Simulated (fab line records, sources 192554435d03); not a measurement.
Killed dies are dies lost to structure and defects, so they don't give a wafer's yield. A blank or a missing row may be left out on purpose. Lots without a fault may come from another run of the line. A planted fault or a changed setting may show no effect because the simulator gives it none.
fab line records | flow n5_finfet
record lots=24 wafers=72 last_day=18
route steps=1938 shown BEOL_M2@911 BEOL_M3@947
lots that met no fault: from a run of the same line without faults
start_h: hours from the record's first day to the start of the lot's first wafer shown | wait_h: hours since the lot's step before | " the same as in the row above | L1.1+2: a row that stands for several wafers | - no value, or no start given | * or withheld: withheld | < > ~ a bound
route shown NAME@n: a module of which the file shows steps, and the number in the route of the first | usual: mean/standard deviation of fault-free wafers | same: alike in all rows | chamber/n: place in a boat | sites: the reading at each site | _std_site: their standard deviation | _edge_site: outer sites' mean less inner sites' | radius_mm: how far each site lies from the wafer's centre | mask NAME#n: copy n | behind: the tool/chamber that last shaped the wafer | hold: why the lot was held/for how many hours/how that ended | device: the transistor (n, p or np) that didn't switch | end of line: the same wafers' tests at the end of the route | a step without rows: its recipe alone | killed: dies lost to structure and defects at the first sort, not the wafer's yield | map: a wafer's dies, x killed, . not, _ none there
set.NAME: the setting as run; set.NAME@STEP: as run at that earlier step | model.NAME: the simulator's own value behind a step, which no gauge read
steps of the route over a sample of lots; a table a step, a row a wafer
services: from which hour (start_h, from the record's first day; less than 0 if before it) a tool's chamber was out of use, for how many hours, and why
## steps
# step N5_BEOL_M2_ANNEAL_87
# recipe temp_c=400 time_s=240 ambient=vacuum
# usual heater_power_w=839/60
# same time_s=240
# columns lot.wafer tool chamber start_h wait_h heater_power_w
L074.3 pvd_sputter-02 - 138.14 0.0 802
L074.4 " - " " 898
L074.6 " - " " 799
L075.1 pvd_sputter-03 - 159.12 0.0 854
L075.3 " - " " 907
L075.5 " - " " 725
L076.1 pvd_sputter-01 - 166.30 0.0 770
L076.4 " - " " 755
L076.6 " - " " 945
L077.3 pvd_sputter-02 - 171.61 0.0 761
L077.4 " - " " 839
L077.6 " - " " 792
L078.2 pvd_sputter-01 - 174.60 0.0 870
L078.3 " - " " 804
L078.6 " - " " 914
L079.1 pvd_sputter-02 - 182.69 0.0 796
L079.4 " - " " 926
L079.6 " - " " 793
L080.4 pvd_sputter-03 - 183.83 0.0 876
L080.5 " - " " 916
L080.6 " - " " 848
L082.2 pvd_sputter-02 - 189.15 0.0 860
L082.4 " - " " 810
L082.5 " - " " 774
L081.3 pvd_sputter-02 - 196.41 0.0 786
L081.5 " - " " 859
L081.6 " - " " 928
L083.1 pvd_sputter-02 - 201.32 0.0 896
L083.4 " - " " 794
L083.6 " - " " 926
L084.1 pvd_sputter-03 - 217.41 0.0 885
L084.4 " - " " 731
L084.6 " - " " 817
L085.1 pvd_sputter-02 - 221.81 0.0 907
L085.2 " - " " 781
L085.3 " - " " 783
L087.1 pvd_sputter-03 - 232.73 0.0 822
L087.3 " - " " 900
L087.5 " - " " 884
L086.2 pvd_sputter-03 - 236.98 0.0 823
L086.3 " - " " 720
L086.4 " - " " 902
L090.1 pvd_sputter-02 - 237.13 0.0 825
L090.3 " - " " 917
L090.6 " - " " 786
L089.1 pvd_sputter-01 - 239.09 0.0 786
L089.5 " - " " 763
L089.6 " - " " 936
L088.1 pvd_sputter-02 - 242.25 0.0 776
L088.4 " - " " 912
L088.5 " - " " 899
L091.1 pvd_sputter-03 - 251.15 0.0 843
L091.2 " - " " 822
L091.4 " - " " 894
L092.1 pvd_sputter-01 - 254.93 0.0 896
L092.2 " - " " 854
L092.3 " - " " 916
L093.1 pvd_sputter-03 - 255.03 0.0 871
L093.3 " - " " 855
L093.4 " - " " 855
L096.3 pvd_sputter-03 - 278.11 0.0 899
L096.5 " - " " 832
L096.6 " - " " 884
L094.3 pvd_sputter-01 - 278.35 0.0 868
L094.4 " - " " 761
L094.6 " - " " 751
L095.2 pvd_sputter-01 - 280.97 0.0 935
L095.5 " - " " 863
L095.6 " - " " 935
L097.2 pvd_sputter-03 - 286.35 0.0 849
L097.3 " - " " 739
L097.5 " - " " 723
# step N5_BEOL_M2_PRE_CLEAN_60
# recipe gas=NH3/H2 time_s=15 temp_c=* rf_power_w=300
# usual heater_power_outer_w=26/18 heater_power_w=91/30
# same time_s=15
# columns lot.wafer tool chamber start_h wait_h heater_power_outer_w heater_power_w
L074.3 cvd_co-02 1 140.83 0.3 19 77
L074.4 " 1 " " 18 77
L074.6 " 0 " " 16 72
L075.1 cvd_co-01 2 161.05 0.0 4 50
L075.3 " 0 " " 50 127
L075.5 " 1 " " 47 125
L076.1 cvd_co-01 2 168.14 0.0 4 50
L076.4 " 0 " " 49 122
L076.6 " 2 " " 4 51
L077.3 cvd_co-01 1 173.74 0.3 47 124
L077.4 " 2 " " 4 51
L077.6 " 0 " " 50 130
L078.2 cvd_co-01 0 176.44 0.0 50 130
L078.3 " 2 " " 4 50
L078.6 " 1 " " 45 125
L079.1 cvd_co-01 1 184.53 0.0 47 125
L079.4 " 1 " " 46 126
L079.6 " 2 " " 4 50
L080.4 cvd_co-01 2 185.69 0.1 4 51
L080.5 " 0 " " 49 127
L080.6 " 1 " " 46 125
L082.2 cvd_co-01 1 190.99 0.0 46 130
L082.4 " 0 " " 51 126
L082.5 " 2 " " 4 51
L081.3 cvd_co-02 0 198.26 0.0 16 74
L081.5 " 2 " " 13 83
L081.6 " 1 " " 18 75
L083.1 cvd_co-01 1 203.17 0.0 46 125
L083.4 " 0 " " 50 128
L083.6 " 1 " " 46 128
L084.1 cvd_co-01 1 219.25 0.0 46 128
L084.4 " 0 " " 50 129
L084.6 " 2 " " 4 53
L085.1 cvd_co-02 2 224.76 0.3 13 81
L085.2 " 0 " " 17 74
L085.3 " 1 " " 18 77
L087.1 cvd_co-02 1 234.86 0.1 18 75
L087.3 " 2 " " 13 82
L087.5 " 2 " " 14 82
L086.2 cvd_co-01 0 238.82 0.0 50 129
L086.3 " 2 " " 4 52
L086.4 " 2 " " 4 52
L090.1 cvd_co-02 2 238.98 0.0 13 82
L090.3 " 1 " " 19 75
L090.6 " 1 " " 19 76
L089.1 cvd_co-01 2 241.27 0.1 4 51
L089.5 " 0 " " 50 129
L089.6 " 1 " " 46 127
L088.1 cvd_co-02 1 244.13 0.0 19 76
L088.4 " 2 " " 13 82
L088.5 " 1 " " 19 74
L091.1 cvd_co-02 1 253.00 0.0 19 74
L091.2 " 2 " " 13 82
L091.4 " 1 " " 18 75
L092.1 cvd_co-01 2 256.78 0.0 4 51
L092.2 " 1 " " 46 127
L092.3 " 0 " " 51 125
L093.1 cvd_co-01 2 256.89 0.1 4 52
L093.3 " 1 " " 45 130
L093.4 " 1 " " 46 125
L096.3 cvd_co-02 0 279.95 0.0 16 75
L096.5 " 1 " " 19 77
L096.6 " 0 " " 16 74
L094.3 cvd_co-02 0 280.20 0.0 16 75
L094.4 " 0 " " 17 75
L094.6 " 2 " " 13 83
L095.2 cvd_co-02 1 282.85 0.1 18 75
L095.5 " 0 " " 16 74
L095.6 " 1 " " 18 74
L097.2 cvd_co-01 2 288.46 0.0 5 53
L097.3 " 1 " " 46 126
L097.5 " 1 " " 46 127
# step N5_BEOL_M2_DEP_57
# recipe material=SiCN target_thk_a=80 temp_c=withheld precursor=3MS/NH3 pressure_torr=3 rf_w=202 time_s=14
# usual showerhead_plenum_p_Torr=3.663/0.011 throttle_valve_pct=9.03/0.28
# same time_s=14
# columns lot.wafer tool chamber start_h wait_h showerhead_plenum_p_Torr throttle_valve_pct
L074.3 pecvd-02 2 140.99 0.0 3.675 8.47
L074.4 " 0 " " 3.677 8.26
L074.6 " 1 " " 3.672 9.11
L075.1 pecvd-04 0 161.22 0.0 3.651 8.95
L075.3 " 2 " " 3.644 9.45
L075.5 " 2 " " 3.648 9.31
L076.1 pecvd-01 1 168.30 0.0 3.667 9.18
L076.4 " 0 " " 3.659 8.94
L076.6 " 1 " " 3.675 8.99
L077.3 pecvd-01 1 173.90 0.0 3.676 8.95
L077.4 " 0 " " 3.657 9.01
L077.6 " 2 " " 3.662 9.14
L078.2 pecvd-01 1 176.60 0.0 3.661 8.90
L078.3 " 2 " " 3.663 9.21
L078.6 " 2 " " 3.667 9.15
L079.1 pecvd-01 1 184.69 0.0 3.671 8.85
L079.4 " 1 " " 3.679 9.31
L079.6 " 2 " " 3.650 8.99
L080.4 pecvd-04 2 185.84 0.0 3.643 9.50
L080.5 " 0 " " 3.673 9.00
L080.6 " 1 " " 3.662 9.09
L082.2 pecvd-02 0 191.16 0.0 3.684 8.26
L082.4 " 2 " " 3.666 8.29
L082.5 " 2 " " 3.667 8.50
L081.3 pecvd-04 1 198.41 0.0 3.661 9.11
L081.5 " 1 " " 3.662 8.93
L081.6 " 0 " " 3.657 8.89
L083.1 pecvd-01 0 203.33 0.0 3.663 9.31
L083.4 " 1 " " 3.677 9.18
L083.6 " 2 " " 3.658 9.15
L084.1 pecvd-01 0 219.41 0.0 3.655 9.13
L084.4 " 0 " " 3.654 9.09
L084.6 " 2 " " 3.663 9.38
L085.1 pecvd-04 0 224.93 0.0 3.657 9.00
L085.2 " 1 " " 3.660 9.03
L085.3 " 0 " " 3.658 8.89
L087.1 pecvd-01 0 235.02 0.0 3.661 9.04
L087.3 " 2 " " 3.659 9.37
L087.5 " 0 " " 3.662 8.92
L086.2 pecvd-04 1 238.98 0.0 3.669 9.07
L086.3 " 2 " " 3.640 8.79
L086.4 " 1 " " 3.666 9.22
L090.1 pecvd-01 0 239.13 0.0 3.661 9.15
L090.3 " 2 " " 3.654 8.90
L090.6 " 0 " " 3.663 9.03
L089.1 pecvd-01 0 241.42 0.0 3.655 9.08
L089.5 " 2 " " 3.657 9.02
L089.6 " 0 " " 3.660 8.83
L088.1 pecvd-01 0 244.29 0.0 3.669 9.09
L088.4 " 0 " " 3.655 9.25
L088.5 " 1 " " 3.672 9.11
L091.1 pecvd-01 1 253.15 0.0 3.681 9.14
L091.2 " 2 " " 3.661 9.43
L091.4 " 2 " " 3.665 9.33
L092.1 pecvd-02 0 256.94 0.0 3.692 8.84
L092.2 " 1 " " 3.671 9.00
L092.3 " 2 " " 3.666 8.52
L093.1 pecvd-01 0 257.05 0.0 3.657 9.17
L093.3 " 2 " " 3.654 9.31
L093.4 " 1 " " 3.671 9.10
L096.3 pecvd-04 2 280.11 0.0 3.637 9.05
L096.5 " 2 " " 3.638 8.71
L096.6 " 1 " " 3.674 9.24
L094.3 pecvd-01 2 280.36 0.0 3.649 9.34
L094.4 " 2 " " 3.657 9.30
L094.6 " 0 " " 3.648 8.94
L095.2 pecvd-01 0 283.01 0.0 3.659 9.05
L095.5 " 0 " " 3.650 9.13
L095.6 " 1 " " 3.673 9.11
L097.2 pecvd-04 0 288.62 0.0 3.662 9.31
L097.3 " 2 " " 3.643 8.84
L097.5 " 0 " " 3.663 8.99
# step N5_BEOL_M3_DESCUM_16
# recipe chemistry=O2 time_s=7 source_power_w=50 bias_power_w=20 pressure_mtorr=20 rf_frequency_hz=2.712e+07 temp_c=40 resist=CAR-EUV o2_flow_sccm=225
# usual drypump_motor_current_A=5.6/0.39 oes_product_au=0.78/0.089 rf_vpp_V=242.9/1.1 showerhead_plenum_p_Torr=2.08/0.059 throttle_valve_pct=20.52/0.25
# same time_s=7
# columns lot.wafer tool chamber start_h wait_h drypump_motor_current_A oes_product_au rf_hours_counter_h rf_vpp_V showerhead_plenum_p_Torr throttle_valve_pct
L074.3 rie_diel-04 0 142.92 0.0 5.9 0.73 174 243.6 2.10 20.76
L074.4 " 1 " " 5.3 0.73 192 241.9 2.07 20.34
L074.6 " 1 " " 5.2 0.73 - 243.6 2.07 20.34
L075.1 rie_diel-04 1 163.03 0.0 5.2 0.72 199 243.4 2.07 20.36
L075.3 " 3 " " 5.2 0.88 37 242.5 2.06 20.52
L075.5 " 2 " " 5.7 0.70 - 241.2 2.00 20.97
L076.1 rie_diel-06 1 169.56 0.0 5.7 0.76 168 243.1 2.08 20.59
L076.4 " 2 " " 6.0 0.70 215 243.9 2.06 20.48
L076.6 " 1 " " 5.7 0.77 - 241.7 2.08 20.58
L077.3 rie_diel-06 1 176.21 0.0 5.7 0.76 170 242.0 2.08 20.60
L077.4 " 3 " " 6.2 0.89 32 244.4 2.12 20.26
L077.6 " 2 " " 6.1 0.70 - 243.1 2.06 20.46
L078.2 rie_diel-03 2 179.54 0.0 5.3 0.97 2 241.7 2.06 20.02
L078.3 " 3 " " 6.4 0.89 49 244.3 2.14 20.66
L078.6 " 3 " " 6.4 0.89 - 244.4 2.14 20.64
L079.1 rie_diel-04 0 186.39 0.0 5.9 0.71 188 242.5 2.09 20.77
L079.4 " 2 " " 5.7 0.69 232 240.9 2.00 20.98
L079.6 " 1 " " 5.3 0.70 - 243.0 2.07 20.37
L080.4 rie_diel-06 3 188.27 0.0 6.1 0.89 35 244.4 2.12 20.25
L080.5 " 3 " " 6.2 0.88 - 244.1 2.12 20.25
L080.6 " 0 " " 5.2 0.82 - 240.9 2.02 20.19
L082.2 rie_diel-03 2 192.28 0.0 5.3 0.94 6 241.5 2.06 20.04
L082.4 " 1 " " 5.4 0.89 23 244.8 2.24 20.52
L082.5 " 1 " " 5.3 0.89 - 244.2 2.24 20.51
L081.3 rie_diel-06 0 201.69 1.2 5.2 0.82 77 243.6 2.02 20.18
L081.5 " 1 " " 5.7 0.75 - 242.5 2.08 20.62
L081.6 " 0 " " 5.2 0.82 - 242.5 2.02 20.19
L083.1 rie_diel-04 2 204.34 0.1 5.7 0.69 233 242.0 2.00 20.97
L083.4 " 0 " " 5.9 0.72 189 242.3 2.09 20.76
L083.6 " 1 " " 5.2 0.70 - 243.7 2.07 20.37
L084.1 rie_diel-04 0 222.33 0.0 5.9 0.72 194 242.9 2.09 20.77
L084.4 " 1 " " 5.2 0.70 213 243.1 2.07 20.37
L084.6 " 2 " " 5.7 0.68 - 241.8 1.99 20.97
L085.1 rie_diel-06 2 229.51 0.1 6.0 0.68 234 243.2 2.05 20.50
L085.2 " 3 " " 6.2 0.86 49 242.7 2.12 20.26
L085.3 " 1 " " 5.7 0.75 189 243.5 2.07 20.64
L087.1 rie_diel-06 1 236.04 0.0 5.7 0.75 191 243.6 2.07 20.63
L087.3 " 0 " " 5.2 0.82 89 241.7 2.01 20.20
L087.5 " 3 " " 6.2 0.87 - 243.0 2.12 20.27
L086.2 rie_diel-04 1 241.22 0.4 5.2 0.71 219 242.7 2.06 20.38
L086.3 " 2 " " 5.7 0.68 244 241.0 1.99 20.99
L086.4 " 3 " " 5.1 0.84 56 241.4 2.06 20.56
L090.1 rie_diel-04 1 241.45 0.4 5.3 0.71 219 241.8 2.06 20.40
L090.3 " 2 " " 5.7 0.69 244 241.9 1.99 20.98
L090.6 " 1 " " 5.2 0.71 - 243.1 2.07 20.39
L089.1 rie_diel-06 2 244.88 0.8 6.0 0.67 240 242.7 2.05 20.51
L089.5 " 1 " " 5.7 0.74 - 243.1 2.07 20.64
L089.6 " 0 " " 5.2 0.79 - 243.2 2.01 20.20
L088.1 rie_diel-04 1 245.34 0.0 5.2 0.70 220 244.3 2.06 20.41
L088.4 " 2 " " 5.7 0.69 246 241.6 1.99 21.00
L088.5 " 1 " " 5.2 0.70 - 243.5 2.06 20.38
L091.1 rie_diel-06 3 254.91 0.6 6.2 0.85 60 243.2 2.11 20.29
L091.2 " 1 " " 5.7 0.73 199 242.2 2.07 20.64
L091.4 " 2 " " 6.0 0.68 244 241.2 2.05 20.53
L092.1 rie_diel-03 0 258.32 0.0 5.1 0.71 216 242.7 2.06 20.47
L092.2 " 3 " " 6.4 0.86 68 244.3 2.13 20.68
L092.3 " 2 " " 5.3 0.88 22 242.7 2.06 20.06
L093.1 rie_diel-06 1 259.71 0.3 5.7 0.73 201 242.7 2.07 20.64
L093.3 " 3 " " 6.2 0.85 62 242.8 2.11 20.29
L093.4 " 2 " " 6.0 0.68 246 243.3 2.05 20.51
L096.3 rie_diel-06 0 282.23 0.0 5.2 0.79 106 241.9 2.01 20.24
L096.5 " 0 " " 5.2 0.78 - 241.7 2.01 20.23
L096.6 " 3 " " 6.2 0.84 - 243.7 2.11 20.32
L094.3 rie_diel-04 2 282.27 0.0 5.7 0.99 5 244.2 2.25 20.71
L094.4 " 2 " " 5.7 0.99 - 245.4 2.25 20.72
L094.6 " 1 " " 5.3 0.69 - 242.2 2.06 20.40
L095.2 rie_diel-04 2 285.78 0.0 5.7 0.98 7 245.0 2.25 20.71
L095.5 " 2 " " 5.7 0.97 - 245.1 2.25 20.71
L095.6 " 3 " " 5.2 0.83 - 241.4 2.05 20.59
L097.2 rie_diel-04 1 294.63 0.0 5.3 0.68 242 241.6 2.06 20.43
L097.3 " 2 " " 5.7 0.95 10 245.0 2.25 20.71
L097.5 " 1 " " 5.3 0.68 - 241.7 2.06 20.40
# step N5_BEOL_M3_OVL_MEAS_29
# recipe points_per_wafer=522
# usual V2_OVL=0.0/0.61
# columns lot.wafer tool chamber start_h wait_h V2_OVL[nm]
L074.3 overlay-01 0 143.71 0.0 -0.1
L074.4 " 0 " " 0.1
L074.6 " 0 " " 0.4
L075.1 overlay-02 0 163.94 0.0 -0.5
L075.3 " 0 " " 0.3
L075.5 " 0 " " -1.2
L076.1 overlay-01 0 170.47 0.0 0.2
L076.4 " 0 " " 1.0
L076.6 " 0 " " -0.2
L077.3 overlay-02 0 177.96 0.0 -0.1
L077.4 " 0 " " 0.2
L077.6 " 0 " " -0.1
L078.2 overlay-02 0 180.32 0.0 -0.2
L078.3 " 0 " " -0.9
L078.6 " 0 " " 0.7
L079.1 overlay-01 0 187.17 0.0 -1.2
L079.4 " 0 " " -0.4
L079.6 " 0 " " -0.9
L080.4 overlay-02 0 189.06 0.0 -0.3
L080.5 " 0 " " 0.2
L080.6 " 0 " " 0.6
L082.2 overlay-02 0 193.16 0.0 0.0
L082.4 " 0 " " 0.5
L082.5 " 0 " " 0.7
L081.3 overlay-02 0 202.77 0.0 0.5
L081.5 " 0 " " 0.3
L081.6 " 0 " " -0.8
L083.1 overlay-01 0 205.37 0.0 0.6
L083.4 " 0 " " 0.2
L083.6 " 0 " " 0.2
L084.1 overlay-02 0 223.11 0.0 0.1
L084.4 " 0 " " -0.7
L084.6 " 0 " " -0.7
L085.1 overlay-01 0 230.44 0.0 0.6
L085.2 " 0 " " 0.9
L085.3 " 0 " " -0.3
L087.1 overlay-02 0 236.82 0.0 0.6
L087.3 " 0 " " 0.4
L087.5 " 0 " " 0.8
L086.2 overlay-02 0 242.24 0.0 0.9
L086.3 " 0 " " 0.8
L086.4 " 0 " " 1.2
L090.1 overlay-01 0 242.51 0.0 -0.2
L090.3 " 0 " " -0.1
L090.6 " 0 " " 0.8
L089.1 overlay-01 0 245.72 0.0 -0.2
L089.5 " 0 " " -0.4
L089.6 " 0 " " 0.7
L088.1 overlay-02 0 246.32 0.0 0.1
L088.4 " 0 " " 0.0
L088.5 " 0 " " -0.7
L091.1 overlay-01 0 255.68 0.0 0.1
L091.2 " 0 " " 0.3
L091.4 " 0 " " -0.4
L092.1 overlay-02 0 259.23 0.0 -0.2
L092.2 " 0 " " -0.1
L092.3 " 0 " " -1.1
L093.1 overlay-01 0 260.61 0.0 0.7
L093.3 " 0 " " 1.5
L093.4 " 0 " " 0.4
L096.3 overlay-02 0 283.02 0.0 -1.3
L096.5 " 0 " " -0.4
L096.6 " 0 " " 0.6
L094.3 overlay-01 0 283.08 0.0 1.2
L094.4 " 0 " " -1.1
L094.6 " 0 " " -0.7
L095.2 overlay-02 0 286.74 0.0 0.4
L095.5 " 0 " " -0.5
L095.6 " 0 " " -0.3
L097.2 overlay-01 0 295.41 0.0 -0.4
L097.3 " 0 " " -0.5
L097.5 " 0 " " 0.1
# step N5_BEOL_M3_ALD_98
# recipe material=SiO2 target_thk_a=25 temp_c=100 ald_precursor_family=BDEAS ald_co_reactant=O2-plasma pulse_time_s=1 co_reactant_pulse_time_s=1 purge_time_s=2 co_reactant_purge_time_s=2 ald_cycles=17 pressure_torr=2
# usual heater_power_outer_w=41/5.9 heater_power_w=79/10 precursor_pulse_height_rel=0.999/0.02
# columns lot.wafer tool chamber start_h wait_h heater_power_outer_w heater_power_w precursor_pulse_height_rel
L074.3 ald_sin-03 2 143.93 0.1 36 80 0.993
L074.4 " 3 " " 46 82 1.057
L074.6 " 1 " " 31 61 1.027
L075.1 ald_sin-03 1 164.28 0.2 31 63 1.019
L075.3 " 3 " " 45 84 0.984
L075.5 " 1 " " 31 61 0.982
L076.1 ald_sin-01 2 170.76 0.1 39 79 0.979
L076.4 " 0 " " 49 90 0.997
L076.6 " 1 " " 44 80 1.029
L077.3 ald_sin-04 2 178.52 0.4 45 87 0.995
L077.4 " 1 " " 45 82 0.991
L077.6 " 2 " " 45 84 0.989
L078.2 ald_sin-03 2 180.99 0.4 38 81 0.972
L078.3 " 3 " " 46 85 1.008
L078.6 " 2 " " 38 82 1.007
L079.1 ald_sin-03 3 187.47 0.1 45 83 0.985
L079.4 " 0 " " 54 104 1.022
L079.6 " 3 " " 46 84 1.000
L080.4 ald_sin-04 2 190.67 1.5 44 85 0.968
L080.5 " 2 " " 43 87 0.987
L080.6 " 3 " " 41 72 1.015
L082.2 ald_sin-03 1 193.38 0.1 32 62 0.988
L082.4 " 0 " " 52 103 0.994
L082.5 " 2 " " 38 81 0.970
L081.3 ald_sin-01 3 204.46 0.3 36 72 1.002
L081.5 " 2 " " 36 72 1.001
L081.6 " 1 " " 42 76 1.017
L083.1 ald_sin-04 1 205.67 0.1 45 83 1.019
L083.4 " 2 " " 45 86 1.011
L083.6 " 3 " " 41 72 0.994
L084.1 ald_sin-01 2 223.34 0.1 36 72 1.013
L084.4 " 3 " " 37 75 0.970
L084.6 " 2 " " 36 73 0.961
L085.1 ald_sin-01 2 230.76 0.1 36 71 1.012
L085.2 " 0 " " 45 83 1.006
L085.3 " 1 " " 44 77 1.016
L087.1 ald_sin-03 2 237.04 0.1 38 82 1.004
L087.3 " 3 " " 45 84 0.980
L087.5 " 2 " " 38 81 0.989
L086.2 ald_sin-01 2 242.46 0.1 36 73 0.979
L086.3 " 0 " " 47 83 1.075
L086.4 " 0 " " 46 84 1.018
L090.1 ald_sin-04 1 242.74 0.1 45 85 0.982
L090.3 " 2 " " 45 87 0.997
L090.6 " 2 " " 43 87 0.987
L089.1 ald_sin-01 1 245.95 0.1 43 76 0.992
L089.5 " 0 " " 46 83 1.034
L089.6 " 2 " " 36 70 1.005
L088.1 ald_sin-01 1 246.99 0.1 43 77 0.971
L088.4 " 2 " " 37 73 1.010
L088.5 " 0 " " 47 84 1.010
L091.1 ald_sin-03 2 255.91 0.1 37 82 0.966
L091.2 " 3 " " 46 83 0.983
L091.4 " 0 " " 55 103 0.991
L092.1 ald_sin-04 3 259.65 0.1 42 75 1.014
L092.2 " 1 " " 44 82 0.997
L092.3 " 2 " " 44 84 1.020
L093.1 ald_sin-04 1 261.04 0.1 46 82 1.018
L093.3 " 3 " " 41 73 1.010
L093.4 " 2 " " 44 85 0.999
L096.3 ald_sin-03 2 283.23 0.1 38 82 0.972
L096.5 " 2 " " 39 83 1.004
L096.6 " 1 " " 32 62 1.014
L094.3 ald_sin-03 3 283.33 0.1 45 85 0.975
L094.4 " 0 " " 54 104 1.010
L094.6 " 3 " " 45 83 1.003
L095.2 ald_sin-04 2 286.96 0.1 42 81 1.006
L095.5 " 1 " " 44 84 0.972
L095.6 " 0 " " 40 73 0.993
L097.2 ald_sin-04 1 295.63 0.1 45 85 0.988
L097.3 " 3 " " 41 74 0.991
L097.5 " 1 " " 44 83 1.022
## services
# columns tool chamber start_h hours kind
pecvd-01 - 117.11 0.8 pm
pecvd-01 2 127.08 7.0 repair
ald_sin-01 2 127.67 1.4 repair
rie_diel-06 3 133.56 10.2 repair
pvd_sputter-02 - 134.70 2.2 repair
cvd_co-01 - 139.55 6.9 pm
pecvd-01 - 148.62 1.1 repair
pecvd-01 - 149.76 2.8 pm
pecvd-04 1 156.71 4.8 repair
ald_sin-04 0 172.66 11.4 repair
ald_sin-01 - 176.75 14.0 pm
rie_diel-04 - 188.17 14.6 pm
pecvd-01 - 189.62 5.5 pm
ald_sin-03 2 196.91 10.2 repair
cvd_co-02 0 199.15 4.1 repair
cvd_co-01 1 207.95 6.3 repair
cvd_co-01 - 222.18 14.6 pm
ald_sin-01 3 229.64 20.2 repair
pecvd-01 - 259.73 2.9 repair
rie_diel-06 0 267.66 4.5 repair
ald_sin-04 - 268.25 14.0 pm
ald_sin-01 2 274.54 1.4 repair
rie_diel-04 3 278.44 4.5 repair
ald_sin-04 - 287.08 0.6 repair
## key
fault none
